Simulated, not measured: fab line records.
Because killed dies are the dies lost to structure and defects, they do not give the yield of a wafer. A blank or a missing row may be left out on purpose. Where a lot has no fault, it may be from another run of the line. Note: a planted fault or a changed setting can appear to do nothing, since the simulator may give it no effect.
fab line records :: flow n5Finfet :: part 2 of 2: steps 4 to 6 of 6
[record]
  lots = 24
  wafers = 72
  lastDay = 19
route steps=1938 shown BEOL_M4@1060
lots that met no fault: from a run of the same line without faults
startH: hours from the record's first day to the start of the lot's first wafer shown :: waitH: hours from the lot's prior step to this one :: " repeats the value in the row above :: L1.1+2: one row covering several wafers at once :: - no value present, or no start provided :: * or withheld: withheld :: < > ~ a bound
route shown NAME@n: a module of which the file shows steps, and the number in the route of the first :: usual: mean and standard deviation over wafers with no fault :: same: alike in all rows :: chamber/n: place in a boat :: sites: the reading at each site :: _std_site: standard deviation across them :: _edge_site: inner sites' mean taken away from outer sites' mean :: radiusMm: for every site, how far away it sits from the centre of the wafer :: mask NAME#n: copy n :: behind: the most recent tool/chamber to have shaped the wafer :: hold: the reason the lot was held/the length of the hold in hours/how it ended :: device: which transistor (n, p or np) failed to switch :: end of line: the tests these same wafers got at the end of their route :: for a step that has no rows: nothing shown but its recipe :: killed: dies that structure and defects cost at the first sort, which is not the same as the wafer's yield :: map: the dies of a wafer, with x for killed, . for not killed, _ for no die there
set.NAME: the setting the step ran with; set.NAME@STEP: the setting that earlier step ran with :: model.NAME: the simulator's own value behind a step, which no gauge read
a sample of lots followed through the steps of the route, with each step as a table and each wafer as a row
services: the hour from which a tool's chamber was out of use, counted from the record's first day as startH (under 0 if before that day), plus the number of hours and why
[[steps]]
[step N5_BEOL_M4_DEGAS_44]
[recipe]
  ambient = vacuum
  tempC = 250
  timeS = 60
[usual]
  heaterPowerW = 324/20
lot.wafer: L074.1
tool: pvdSputter-02
chamber: -
startH: 176.93
waitH: 0.6
heaterPowerW: 346

lot.wafer: L074.2
tool: pvdSputter-02
chamber: -
startH: 176.93
waitH: 0.6
heaterPowerW: 292

lot.wafer: L074.6
tool: pvdSputter-02
chamber: -
startH: 176.93
waitH: 0.6
heaterPowerW: 277

lot.wafer: L075.2
tool: pvdSputter-01
chamber: -
startH: 176.96
waitH: 0.2
heaterPowerW: 328

lot.wafer: L075.3
tool: pvdSputter-01
chamber: -
startH: 176.96
waitH: 0.2
heaterPowerW: 349

lot.wafer: L075.5
tool: pvdSputter-01
chamber: -
startH: 176.96
waitH: 0.2
heaterPowerW: 343

lot.wafer: L077.2
tool: pvdSputter-02
chamber: -
startH: 184.92
waitH: 0.4
heaterPowerW: 320

lot.wafer: L077.3
tool: pvdSputter-02
chamber: -
startH: 184.92
waitH: 0.4
heaterPowerW: 332

lot.wafer: L077.4
tool: pvdSputter-02
chamber: -
startH: 184.92
waitH: 0.4
heaterPowerW: 280

lot.wafer: L078.2
tool: pvdSputter-03
chamber: -
startH: 197.90
waitH: 0.0
heaterPowerW: 312

lot.wafer: L078.5
tool: pvdSputter-03
chamber: -
startH: 197.90
waitH: 0.0
heaterPowerW: 351

lot.wafer: L078.6
tool: pvdSputter-03
chamber: -
startH: 197.90
waitH: 0.0
heaterPowerW: 328

lot.wafer: L076.1
tool: pvdSputter-03
chamber: -
startH: 198.89
waitH: 0.8
heaterPowerW: 298

lot.wafer: L076.4
tool: pvdSputter-03
chamber: -
startH: 198.89
waitH: 0.8
heaterPowerW: 328

lot.wafer: L076.5
tool: pvdSputter-03
chamber: -
startH: 198.89
waitH: 0.8
heaterPowerW: 306

lot.wafer: L079.1
tool: pvdSputter-03
chamber: -
startH: 209.64
waitH: 0.4
heaterPowerW: 312

lot.wafer: L079.3
tool: pvdSputter-03
chamber: -
startH: 209.64
waitH: 0.4
heaterPowerW: 334

lot.wafer: L079.5
tool: pvdSputter-03
chamber: -
startH: 209.64
waitH: 0.4
heaterPowerW: 333

lot.wafer: L080.4
tool: pvdSputter-03
chamber: -
startH: 212.86
waitH: 0.8
heaterPowerW: 314

lot.wafer: L080.5
tool: pvdSputter-03
chamber: -
startH: 212.86
waitH: 0.8
heaterPowerW: 326

lot.wafer: L080.6
tool: pvdSputter-03
chamber: -
startH: 212.86
waitH: 0.8
heaterPowerW: 351

lot.wafer: L081.2
tool: pvdSputter-03
chamber: -
startH: 227.10
waitH: 0.0
heaterPowerW: 338

lot.wafer: L081.3
tool: pvdSputter-03
chamber: -
startH: 227.10
waitH: 0.0
heaterPowerW: 302

lot.wafer: L081.4
tool: pvdSputter-03
chamber: -
startH: 227.10
waitH: 0.0
heaterPowerW: 332

lot.wafer: L082.2
tool: pvdSputter-02
chamber: -
startH: 233.81
waitH: 0.0
heaterPowerW: 337

lot.wafer: L082.3
tool: pvdSputter-02
chamber: -
startH: 233.81
waitH: 0.0
heaterPowerW: 291

lot.wafer: L082.5
tool: pvdSputter-02
chamber: -
startH: 233.81
waitH: 0.0
heaterPowerW: 336

lot.wafer: L083.2
tool: pvdSputter-01
chamber: -
startH: 243.00
waitH: 0.7
heaterPowerW: 319

lot.wafer: L083.3
tool: pvdSputter-01
chamber: -
startH: 243.00
waitH: 0.7
heaterPowerW: 332

lot.wafer: L083.5
tool: pvdSputter-01
chamber: -
startH: 243.00
waitH: 0.7
heaterPowerW: 358

lot.wafer: L085.1
tool: pvdSputter-03
chamber: -
startH: 259.18
waitH: 0.4
heaterPowerW: 330

lot.wafer: L085.2
tool: pvdSputter-03
chamber: -
startH: 259.18
waitH: 0.4
heaterPowerW: 299

lot.wafer: L085.5
tool: pvdSputter-03
chamber: -
startH: 259.18
waitH: 0.4
heaterPowerW: 326

lot.wafer: L084.3
tool: pvdSputter-03
chamber: -
startH: 259.36
waitH: 0.3
heaterPowerW: 344

lot.wafer: L084.4
tool: pvdSputter-03
chamber: -
startH: 259.36
waitH: 0.3
heaterPowerW: 299

lot.wafer: L084.5
tool: pvdSputter-03
chamber: -
startH: 259.36
waitH: 0.3
heaterPowerW: 308

lot.wafer: L087.1
tool: pvdSputter-01
chamber: -
startH: 264.56
waitH: 0.4
heaterPowerW: 325

lot.wafer: L087.4
tool: pvdSputter-01
chamber: -
startH: 264.56
waitH: 0.4
heaterPowerW: 322

lot.wafer: L087.6
tool: pvdSputter-01
chamber: -
startH: 264.56
waitH: 0.4
heaterPowerW: 346

lot.wafer: L088.2
tool: pvdSputter-01
chamber: -
startH: 266.78
waitH: 0.1
heaterPowerW: 352

lot.wafer: L088.3
tool: pvdSputter-01
chamber: -
startH: 266.78
waitH: 0.1
heaterPowerW: 322

lot.wafer: L088.6
tool: pvdSputter-01
chamber: -
startH: 266.78
waitH: 0.1
heaterPowerW: 323

lot.wafer: L086.1
tool: pvdSputter-02
chamber: -
startH: 266.94
waitH: 0.2
heaterPowerW: 338

lot.wafer: L086.3
tool: pvdSputter-02
chamber: -
startH: 266.94
waitH: 0.2
heaterPowerW: 336

lot.wafer: L086.4
tool: pvdSputter-02
chamber: -
startH: 266.94
waitH: 0.2
heaterPowerW: 288

lot.wafer: L092.1
tool: pvdSputter-02
chamber: -
startH: 277.12
waitH: 0.3
heaterPowerW: 292

lot.wafer: L092.3
tool: pvdSputter-02
chamber: -
startH: 277.12
waitH: 0.3
heaterPowerW: 328

lot.wafer: L092.4
tool: pvdSputter-02
chamber: -
startH: 277.12
waitH: 0.3
heaterPowerW: 318

lot.wafer: L089.1
tool: pvdSputter-03
chamber: -
startH: 277.42
waitH: 0.5
heaterPowerW: 299

lot.wafer: L089.3
tool: pvdSputter-03
chamber: -
startH: 277.42
waitH: 0.5
heaterPowerW: 361

lot.wafer: L089.5
tool: pvdSputter-03
chamber: -
startH: 277.42
waitH: 0.5
heaterPowerW: 293

lot.wafer: L090.1
tool: pvdSputter-03
chamber: -
startH: 287.60
waitH: 0.4
heaterPowerW: 289

lot.wafer: L090.2
tool: pvdSputter-03
chamber: -
startH: 287.60
waitH: 0.4
heaterPowerW: 308

lot.wafer: L090.3
tool: pvdSputter-03
chamber: -
startH: 287.60
waitH: 0.4
heaterPowerW: 346

lot.wafer: L091.3
tool: pvdSputter-02
chamber: -
startH: 290.33
waitH: 0.1
heaterPowerW: 291

lot.wafer: L091.4
tool: pvdSputter-02
chamber: -
startH: 290.33
waitH: 0.1
heaterPowerW: 315

lot.wafer: L091.5
tool: pvdSputter-02
chamber: -
startH: 290.33
waitH: 0.1
heaterPowerW: 353

lot.wafer: L094.3
tool: pvdSputter-02
chamber: -
startH: 295.87
waitH: 0.4
heaterPowerW: 340

lot.wafer: L094.4
tool: pvdSputter-02
chamber: -
startH: 295.87
waitH: 0.4
heaterPowerW: 343

lot.wafer: L094.6
tool: pvdSputter-02
chamber: -
startH: 295.87
waitH: 0.4
heaterPowerW: 315

lot.wafer: L093.1
tool: pvdSputter-01
chamber: -
startH: 298.13
waitH: 0.3
heaterPowerW: 327

lot.wafer: L093.4
tool: pvdSputter-01
chamber: -
startH: 298.13
waitH: 0.3
heaterPowerW: 342

lot.wafer: L093.5
tool: pvdSputter-01
chamber: -
startH: 298.13
waitH: 0.3
heaterPowerW: 318

lot.wafer: L096.2
tool: pvdSputter-01
chamber: -
startH: 303.30
waitH: 0.3
heaterPowerW: 313

lot.wafer: L096.3
tool: pvdSputter-01
chamber: -
startH: 303.30
waitH: 0.3
heaterPowerW: 327

lot.wafer: L096.5
tool: pvdSputter-01
chamber: -
startH: 303.30
waitH: 0.3
heaterPowerW: 359

lot.wafer: L097.3
tool: pvdSputter-01
chamber: -
startH: 323.72
waitH: 2.1
heaterPowerW: 328

lot.wafer: L097.5
tool: pvdSputter-01
chamber: -
startH: 323.72
waitH: 2.1
heaterPowerW: 361

lot.wafer: L097.6
tool: pvdSputter-01
chamber: -
startH: 323.72
waitH: 2.1
heaterPowerW: 312

lot.wafer: L095.2
tool: pvdSputter-02
chamber: -
startH: 327.94
waitH: 0.4
heaterPowerW: 286

lot.wafer: L095.3
tool: pvdSputter-02
chamber: -
startH: 327.94
waitH: 0.4
heaterPowerW: 342

lot.wafer: L095.5
tool: pvdSputter-02
chamber: -
startH: 327.94
waitH: 0.4
heaterPowerW: 305
[step N5_BEOL_M4_ALD_84]
[recipe]
  material = TaN
  targetThkA = *
  tempC = 275
  aldPrecursorFamily = PDMAT
  aldCoReactant = NH3
  pressureTorr = 3
  carrierFlowSccm = 1500
  pulseTimeS = 2
  purgeTimeS = 3
  coReactantPurgeTimeS = 2
  coReactantPulseTimeS = 3
  aldCycles = 30
  precursorVesselTempC = 75
  precursorVesselPressureTorr = 26.25
  precursorVesselCarrierSccm = 1000
[usual]
  heaterPowerW = 401/43
lot.wafer: L074.1
tool: aldMetal-02
chamber: 1
startH: 177.03
waitH: 0.0
heaterPowerW: 327

lot.wafer: L074.2
tool: aldMetal-02
chamber: 2
startH: 177.03
waitH: 0.0
heaterPowerW: 416

lot.wafer: L074.6
tool: aldMetal-02
chamber: 0
startH: 177.03
waitH: 0.0
heaterPowerW: 395

lot.wafer: L075.2
tool: aldMetal-01
chamber: 0
startH: 177.06
waitH: 0.0
heaterPowerW: 371

lot.wafer: L075.3
tool: aldMetal-01
chamber: 1
startH: 177.06
waitH: 0.0
heaterPowerW: 419

lot.wafer: L075.5
tool: aldMetal-01
chamber: 3
startH: 177.06
waitH: 0.0
heaterPowerW: 439

lot.wafer: L077.2
tool: aldMetal-01
chamber: 3
startH: 185.02
waitH: 0.0
heaterPowerW: 434

lot.wafer: L077.3
tool: aldMetal-01
chamber: 2
startH: 185.02
waitH: 0.0
heaterPowerW: 411

lot.wafer: L077.4
tool: aldMetal-01
chamber: 0
startH: 185.02
waitH: 0.0
heaterPowerW: 366

lot.wafer: L078.2
tool: aldMetal-01
chamber: 1
startH: 198.00
waitH: 0.0
heaterPowerW: 417

lot.wafer: L078.5
tool: aldMetal-01
chamber: 0
startH: 198.00
waitH: 0.0
heaterPowerW: 378

lot.wafer: L078.6
tool: aldMetal-01
chamber: 1
startH: 198.00
waitH: 0.0
heaterPowerW: 408

lot.wafer: L076.1
tool: aldMetal-03
chamber: 2
startH: 199.01
waitH: 0.1
heaterPowerW: 504

lot.wafer: L076.4
tool: aldMetal-03
chamber: 1
startH: 199.01
waitH: 0.1
heaterPowerW: 384

lot.wafer: L076.5
tool: aldMetal-03
chamber: 2
startH: 199.01
waitH: 0.1
heaterPowerW: 512

lot.wafer: L079.1
tool: aldMetal-01
chamber: 1
startH: 209.75
waitH: 0.0
heaterPowerW: 411

lot.wafer: L079.3
tool: aldMetal-01
chamber: 3
startH: 209.75
waitH: 0.0
heaterPowerW: 433

lot.wafer: L079.5
tool: aldMetal-01
chamber: 2
startH: 209.75
waitH: 0.0
heaterPowerW: 419

lot.wafer: L080.4
tool: aldMetal-02
chamber: 1
startH: 213.06
waitH: 0.1
heaterPowerW: 318

lot.wafer: L080.5
tool: aldMetal-02
chamber: 2
startH: 213.06
waitH: 0.1
heaterPowerW: 419

lot.wafer: L080.6
tool: aldMetal-02
chamber: 0
startH: 213.06
waitH: 0.1
heaterPowerW: 409

lot.wafer: L081.2
tool: aldMetal-01
chamber: 2
startH: 227.20
waitH: 0.0
heaterPowerW: 408

lot.wafer: L081.3
tool: aldMetal-01
chamber: 0
startH: 227.20
waitH: 0.0
heaterPowerW: 379

lot.wafer: L081.4
tool: aldMetal-01
chamber: 1
startH: 227.20
waitH: 0.0
heaterPowerW: 411

lot.wafer: L082.2
tool: aldMetal-01
chamber: 3
startH: 234.14
waitH: 0.3
heaterPowerW: 437

lot.wafer: L082.3
tool: aldMetal-01
chamber: 0
startH: 234.14
waitH: 0.3
heaterPowerW: 373

lot.wafer: L082.5
tool: aldMetal-01
chamber: 2
startH: 234.14
waitH: 0.3
heaterPowerW: 420

lot.wafer: L083.2
tool: aldMetal-02
chamber: 2
startH: 243.12
waitH: 0.1
heaterPowerW: 424

lot.wafer: L083.3
tool: aldMetal-02
chamber: 1
startH: 243.12
waitH: 0.1
heaterPowerW: 323

lot.wafer: L083.5
tool: aldMetal-02
chamber: 1
startH: 243.12
waitH: 0.1
heaterPowerW: 319

lot.wafer: L085.1
tool: aldMetal-01
chamber: 1
startH: 259.30
waitH: 0.1
heaterPowerW: 415

lot.wafer: L085.2
tool: aldMetal-01
chamber: 2
startH: 259.30
waitH: 0.1
heaterPowerW: 417

lot.wafer: L085.5
tool: aldMetal-01
chamber: 1
startH: 259.30
waitH: 0.1
heaterPowerW: 410

lot.wafer: L084.3
tool: aldMetal-02
chamber: 1
startH: 259.46
waitH: 0.0
heaterPowerW: 327

lot.wafer: L084.4
tool: aldMetal-02
chamber: 0
startH: 259.46
waitH: 0.0
heaterPowerW: 399

lot.wafer: L084.5
tool: aldMetal-02
chamber: 1
startH: 259.46
waitH: 0.0
heaterPowerW: 331

lot.wafer: L087.1
tool: aldMetal-02
chamber: 0
startH: 264.68
waitH: 0.1
heaterPowerW: 397

lot.wafer: L087.4
tool: aldMetal-02
chamber: 1
startH: 264.68
waitH: 0.1
heaterPowerW: 328

lot.wafer: L087.6
tool: aldMetal-02
chamber: 0
startH: 264.68
waitH: 0.1
heaterPowerW: 399

lot.wafer: L088.2
tool: aldMetal-03
chamber: 2
startH: 266.88
waitH: 0.0
heaterPowerW: 510

lot.wafer: L088.3
tool: aldMetal-03
chamber: 1
startH: 266.88
waitH: 0.0
heaterPowerW: 393

lot.wafer: L088.6
tool: aldMetal-03
chamber: 1
startH: 266.88
waitH: 0.0
heaterPowerW: 403

lot.wafer: L086.1
tool: aldMetal-01
chamber: 3
startH: 267.04
waitH: 0.0
heaterPowerW: 447

lot.wafer: L086.3
tool: aldMetal-01
chamber: 2
startH: 267.04
waitH: 0.0
heaterPowerW: 420

lot.wafer: L086.4
tool: aldMetal-01
chamber: 1
startH: 267.04
waitH: 0.0
heaterPowerW: 410

lot.wafer: L092.1
tool: aldMetal-01
chamber: 1
startH: 277.33
waitH: 0.1
heaterPowerW: 412

lot.wafer: L092.3
tool: aldMetal-01
chamber: 3
startH: 277.33
waitH: 0.1
heaterPowerW: 444

lot.wafer: L092.4
tool: aldMetal-01
chamber: 2
startH: 277.33
waitH: 0.1
heaterPowerW: 418

lot.wafer: L089.1
tool: aldMetal-01
chamber: 2
startH: 277.53
waitH: 0.1
heaterPowerW: 419

lot.wafer: L089.3
tool: aldMetal-01
chamber: 0
startH: 277.53
waitH: 0.1
heaterPowerW: 381

lot.wafer: L089.5
tool: aldMetal-01
chamber: 3
startH: 277.53
waitH: 0.1
heaterPowerW: 427

lot.wafer: L090.1
tool: aldMetal-02
chamber: 0
startH: 287.72
waitH: 0.1
heaterPowerW: 406

lot.wafer: L090.2
tool: aldMetal-02
chamber: 2
startH: 287.72
waitH: 0.1
heaterPowerW: 420

lot.wafer: L090.3
tool: aldMetal-02
chamber: 1
startH: 287.72
waitH: 0.1
heaterPowerW: 323

lot.wafer: L091.3
tool: aldMetal-03
chamber: 0
startH: 290.45
waitH: 0.1
heaterPowerW: 320

lot.wafer: L091.4
tool: aldMetal-03
chamber: 2
startH: 290.45
waitH: 0.1
heaterPowerW: 511

lot.wafer: L091.5
tool: aldMetal-03
chamber: 2
startH: 290.45
waitH: 0.1
heaterPowerW: 517

lot.wafer: L094.3
tool: aldMetal-01
chamber: 0
startH: 295.99
waitH: 0.1
heaterPowerW: 371

lot.wafer: L094.4
tool: aldMetal-01
chamber: 1
startH: 295.99
waitH: 0.1
heaterPowerW: 419

lot.wafer: L094.6
tool: aldMetal-01
chamber: 2
startH: 295.99
waitH: 0.1
heaterPowerW: 410

lot.wafer: L093.1
tool: aldMetal-03
chamber: 1
startH: 298.25
waitH: 0.1
heaterPowerW: 386

lot.wafer: L093.4
tool: aldMetal-03
chamber: 2
startH: 298.25
waitH: 0.1
heaterPowerW: 507

lot.wafer: L093.5
tool: aldMetal-03
chamber: 0
startH: 298.25
waitH: 0.1
heaterPowerW: 334

lot.wafer: L096.2
tool: aldMetal-03
chamber: 1
startH: 303.52
waitH: 0.2
heaterPowerW: 392

lot.wafer: L096.3
tool: aldMetal-03
chamber: 3
startH: 303.52
waitH: 0.2
heaterPowerW: 374

lot.wafer: L096.5
tool: aldMetal-03
chamber: 2
startH: 303.52
waitH: 0.2
heaterPowerW: 514

lot.wafer: L097.3
tool: aldMetal-02
chamber: 0
startH: 323.86
waitH: 0.1
heaterPowerW: 406

lot.wafer: L097.5
tool: aldMetal-02
chamber: 0
startH: 323.86
waitH: 0.1
heaterPowerW: 391

lot.wafer: L097.6
tool: aldMetal-02
chamber: 2
startH: 323.86
waitH: 0.1
heaterPowerW: 417

lot.wafer: L095.2
tool: aldMetal-01
chamber: 1
startH: 328.04
waitH: 0.0
heaterPowerW: 416

lot.wafer: L095.3
tool: aldMetal-01
chamber: 2
startH: 328.04
waitH: 0.0
heaterPowerW: 417

lot.wafer: L095.5
tool: aldMetal-01
chamber: 1
startH: 328.04
waitH: 0.0
heaterPowerW: 408
[step N5_BEOL_M4_SPUTTER_88]
[recipe]
  material = Cu
  targetThkA = 45
  tempC = -20
  chamberPressurePa = 0.07
  powerW = withheld
  timeS = 8.29
[usual]
  throttleValvePct = 30.0/0.83
lot.wafer: L074.1
tool: pvdSputter-01
chamber: -
startH: 178.52
waitH: 0.1
throttleValvePct: 31.4

lot.wafer: L074.2
tool: pvdSputter-01
chamber: -
startH: 178.52
waitH: 0.1
throttleValvePct: 29.3

lot.wafer: L074.6
tool: pvdSputter-01
chamber: -
startH: 178.52
waitH: 0.1
throttleValvePct: 30.8

lot.wafer: L075.2
tool: pvdSputter-02
chamber: -
startH: 178.63
waitH: 0.1
throttleValvePct: 30.9

lot.wafer: L075.3
tool: pvdSputter-02
chamber: -
startH: 178.63
waitH: 0.1
throttleValvePct: 29.7

lot.wafer: L075.5
tool: pvdSputter-02
chamber: -
startH: 178.63
waitH: 0.1
throttleValvePct: 31.2

lot.wafer: L077.2
tool: pvdSputter-01
chamber: -
startH: 186.66
waitH: 0.1
throttleValvePct: 29.8

lot.wafer: L077.3
tool: pvdSputter-01
chamber: -
startH: 186.66
waitH: 0.1
throttleValvePct: 31.1

lot.wafer: L077.4
tool: pvdSputter-01
chamber: -
startH: 186.66
waitH: 0.1
throttleValvePct: 29.8

lot.wafer: L078.2
tool: pvdSputter-03
chamber: -
startH: 200.27
waitH: 0.1
throttleValvePct: 29.8

lot.wafer: L078.5
tool: pvdSputter-03
chamber: -
startH: 200.27
waitH: 0.1
throttleValvePct: 29.2

lot.wafer: L078.6
tool: pvdSputter-03
chamber: -
startH: 200.27
waitH: 0.1
throttleValvePct: 30.7

lot.wafer: L076.1
tool: pvdSputter-03
chamber: -
startH: 202.77
waitH: 0.1
throttleValvePct: 29.5

lot.wafer: L076.4
tool: pvdSputter-03
chamber: -
startH: 202.77
waitH: 0.1
throttleValvePct: 29.5

lot.wafer: L076.5
tool: pvdSputter-03
chamber: -
startH: 202.77
waitH: 0.1
throttleValvePct: 29.4

lot.wafer: L079.1
tool: pvdSputter-03
chamber: -
startH: 211.22
waitH: 0.1
throttleValvePct: 30.8

lot.wafer: L079.3
tool: pvdSputter-03
chamber: -
startH: 211.22
waitH: 0.1
throttleValvePct: 30.3

lot.wafer: L079.5
tool: pvdSputter-03
chamber: -
startH: 211.22
waitH: 0.1
throttleValvePct: 30.4

lot.wafer: L080.4
tool: pvdSputter-01
chamber: -
startH: 214.61
waitH: 0.1
throttleValvePct: 31.3

lot.wafer: L080.5
tool: pvdSputter-01
chamber: -
startH: 214.61
waitH: 0.1
throttleValvePct: 31.4

lot.wafer: L080.6
tool: pvdSputter-01
chamber: -
startH: 214.61
waitH: 0.1
throttleValvePct: 29.9

lot.wafer: L081.2
tool: pvdSputter-03
chamber: -
startH: 228.53
waitH: 0.1
throttleValvePct: 28.9

lot.wafer: L081.3
tool: pvdSputter-03
chamber: -
startH: 228.53
waitH: 0.1
throttleValvePct: 30.8

lot.wafer: L081.4
tool: pvdSputter-03
chamber: -
startH: 228.53
waitH: 0.1
throttleValvePct: 30.8

lot.wafer: L082.2
tool: pvdSputter-02
chamber: -
startH: 236.71
waitH: 0.1
throttleValvePct: 29.8

lot.wafer: L082.3
tool: pvdSputter-02
chamber: -
startH: 236.71
waitH: 0.1
throttleValvePct: 30.7

lot.wafer: L082.5
tool: pvdSputter-02
chamber: -
startH: 236.71
waitH: 0.1
throttleValvePct: 30.8

lot.wafer: L083.2
tool: pvdSputter-03
chamber: -
startH: 244.62
waitH: 0.1
throttleValvePct: 29.0

lot.wafer: L083.3
tool: pvdSputter-03
chamber: -
startH: 244.62
waitH: 0.1
throttleValvePct: 30.8

lot.wafer: L083.5
tool: pvdSputter-03
chamber: -
startH: 244.62
waitH: 0.1
throttleValvePct: 29.4

lot.wafer: L085.1
tool: pvdSputter-01
chamber: -
startH: 260.71
waitH: 0.1
throttleValvePct: 31.0

lot.wafer: L085.2
tool: pvdSputter-01
chamber: -
startH: 260.71
waitH: 0.1
throttleValvePct: 29.4

lot.wafer: L085.5
tool: pvdSputter-01
chamber: -
startH: 260.71
waitH: 0.1
throttleValvePct: 31.0

lot.wafer: L084.3
tool: pvdSputter-03
chamber: -
startH: 261.10
waitH: 0.1
throttleValvePct: 30.4

lot.wafer: L084.4
tool: pvdSputter-03
chamber: -
startH: 261.10
waitH: 0.1
throttleValvePct: 30.7

lot.wafer: L084.5
tool: pvdSputter-03
chamber: -
startH: 261.10
waitH: 0.1
throttleValvePct: 30.7

lot.wafer: L087.1
tool: pvdSputter-03
chamber: -
startH: 267.43
waitH: 0.1
throttleValvePct: 31.0

lot.wafer: L087.4
tool: pvdSputter-03
chamber: -
startH: 267.43
waitH: 0.1
throttleValvePct: 29.2

lot.wafer: L087.6
tool: pvdSputter-03
chamber: -
startH: 267.43
waitH: 0.1
throttleValvePct: 30.3

lot.wafer: L088.2
tool: pvdSputter-02
chamber: -
startH: 268.46
waitH: 0.1
throttleValvePct: 30.3

lot.wafer: L088.3
tool: pvdSputter-02
chamber: -
startH: 268.46
waitH: 0.1
throttleValvePct: 29.9

lot.wafer: L088.6
tool: pvdSputter-02
chamber: -
startH: 268.46
waitH: 0.1
throttleValvePct: 28.5

lot.wafer: L086.1
tool: pvdSputter-02
chamber: -
startH: 270.30
waitH: 0.1
throttleValvePct: 30.7

lot.wafer: L086.3
tool: pvdSputter-02
chamber: -
startH: 270.30
waitH: 0.1
throttleValvePct: 30.6

lot.wafer: L086.4
tool: pvdSputter-02
chamber: -
startH: 270.30
waitH: 0.1
throttleValvePct: 28.8

lot.wafer: L092.1
tool: pvdSputter-03
chamber: -
startH: 278.82
waitH: 0.1
throttleValvePct: 30.8

lot.wafer: L092.3
tool: pvdSputter-03
chamber: -
startH: 278.82
waitH: 0.1
throttleValvePct: 29.1

lot.wafer: L092.4
tool: pvdSputter-03
chamber: -
startH: 278.82
waitH: 0.1
throttleValvePct: 30.8

lot.wafer: L089.1
tool: pvdSputter-01
chamber: -
startH: 279.22
waitH: 0.1
throttleValvePct: 29.1

lot.wafer: L089.3
tool: pvdSputter-01
chamber: -
startH: 279.22
waitH: 0.1
throttleValvePct: 30.6

lot.wafer: L089.5
tool: pvdSputter-01
chamber: -
startH: 279.22
waitH: 0.1
throttleValvePct: 29.5

lot.wafer: L090.1
tool: pvdSputter-03
chamber: -
startH: 289.16
waitH: 0.1
throttleValvePct: 30.9

lot.wafer: L090.2
tool: pvdSputter-03
chamber: -
startH: 289.16
waitH: 0.1
throttleValvePct: 30.6

lot.wafer: L090.3
tool: pvdSputter-03
chamber: -
startH: 289.16
waitH: 0.1
throttleValvePct: 29.5

lot.wafer: L091.3
tool: pvdSputter-02
chamber: -
startH: 291.87
waitH: 0.1
throttleValvePct: 30.2

lot.wafer: L091.4
tool: pvdSputter-02
chamber: -
startH: 291.87
waitH: 0.1
throttleValvePct: 28.3

lot.wafer: L091.5
tool: pvdSputter-02
chamber: -
startH: 291.87
waitH: 0.1
throttleValvePct: 29.8

lot.wafer: L094.3
tool: pvdSputter-02
chamber: -
startH: 297.43
waitH: 0.1
throttleValvePct: 28.4

lot.wafer: L094.4
tool: pvdSputter-02
chamber: -
startH: 297.43
waitH: 0.1
throttleValvePct: 29.6

lot.wafer: L094.6
tool: pvdSputter-02
chamber: -
startH: 297.43
waitH: 0.1
throttleValvePct: 30.5

lot.wafer: L093.1
tool: pvdSputter-02
chamber: -
startH: 299.89
waitH: 0.1
throttleValvePct: 30.8

lot.wafer: L093.4
tool: pvdSputter-02
chamber: -
startH: 299.89
waitH: 0.1
throttleValvePct: 28.6

lot.wafer: L093.5
tool: pvdSputter-02
chamber: -
startH: 299.89
waitH: 0.1
throttleValvePct: 31.1

lot.wafer: L096.2
tool: pvdSputter-01
chamber: -
startH: 305.06
waitH: 0.1
throttleValvePct: 30.7

lot.wafer: L096.3
tool: pvdSputter-01
chamber: -
startH: 305.06
waitH: 0.1
throttleValvePct: 29.8

lot.wafer: L096.5
tool: pvdSputter-01
chamber: -
startH: 305.06
waitH: 0.1
throttleValvePct: 31.2

lot.wafer: L097.3
tool: pvdSputter-02
chamber: -
startH: 325.26
waitH: 0.1
throttleValvePct: 28.6

lot.wafer: L097.5
tool: pvdSputter-02
chamber: -
startH: 325.26
waitH: 0.1
throttleValvePct: 28.5

lot.wafer: L097.6
tool: pvdSputter-02
chamber: -
startH: 325.26
waitH: 0.1
throttleValvePct: 29.6

lot.wafer: L095.2
tool: pvdSputter-02
chamber: -
startH: 344.46
waitH: 0.1
throttleValvePct: 28.5

lot.wafer: L095.3
tool: pvdSputter-02
chamber: -
startH: 344.46
waitH: 0.1
throttleValvePct: 30.9

lot.wafer: L095.5
tool: pvdSputter-02
chamber: -
startH: 344.46
waitH: 0.1
throttleValvePct: 29.8
[[services]]
tool: aldMetal-01
chamber: -
startH: 140.72
hours: 2.8
kind: pm

tool: aldMetal-02
chamber: -
startH: 180.76
hours: 14.6
kind: pm

tool: rieDiel-05
chamber: 2
startH: 191.66
hours: 1.2
kind: repair

tool: rieDiel-04
chamber: 2
startH: 223.73
hours: -
kind: clean

tool: rieDiel-04
chamber: 2
startH: 223.73
hours: -
kind: consumableReplace:focusRing

tool: rieDiel-04
chamber: 2
startH: 223.73
hours: 19.5
kind: scheduledDown

tool: rieDiel-04
chamber: 2
startH: 223.73
hours: 19.5
kind: ventCycle

tool: rieDiel-01
chamber: 3
startH: 224.60
hours: -
kind: clean

tool: rieDiel-01
chamber: 3
startH: 224.60
hours: -
kind: consumableReplace:focusRing

tool: rieDiel-01
chamber: 3
startH: 224.60
hours: 14.5
kind: scheduledDown

tool: rieDiel-01
chamber: 3
startH: 224.60
hours: 14.5
kind: ventCycle

tool: rieDiel-01
chamber: 2
startH: 246.10
hours: -
kind: clean

tool: rieDiel-01
chamber: 2
startH: 246.10
hours: -
kind: consumableReplace:focusRing

tool: rieDiel-01
chamber: 2
startH: 246.10
hours: 20.4
kind: scheduledDown

tool: rieDiel-01
chamber: 2
startH: 246.10
hours: 20.4
kind: ventCycle

tool: rieDiel-05
chamber: 2
startH: 246.28
hours: 10.0
kind: repair

tool: aldMetal-02
chamber: -
startH: 267.13
hours: 2.1
kind: repair

tool: rieDiel-05
chamber: 2
startH: 270.02
hours: 3.1
kind: repair

tool: aldMetal-02
chamber: -
startH: 276.98
hours: 1.1
kind: repair

tool: aldMetal-01
chamber: 3
startH: 278.97
hours: 5.3
kind: repair

tool: aldMetal-02
chamber: 1
startH: 293.83
hours: 23.9
kind: repair

tool: aldMetal-03
chamber: -
startH: 337.25
hours: 14.0
kind: pm

tool: rieDiel-01
chamber: 1
startH: 344.07
hours: -
kind: clean

tool: rieDiel-01
chamber: 1
startH: 344.07
hours: -
kind: consumableReplace:focusRing
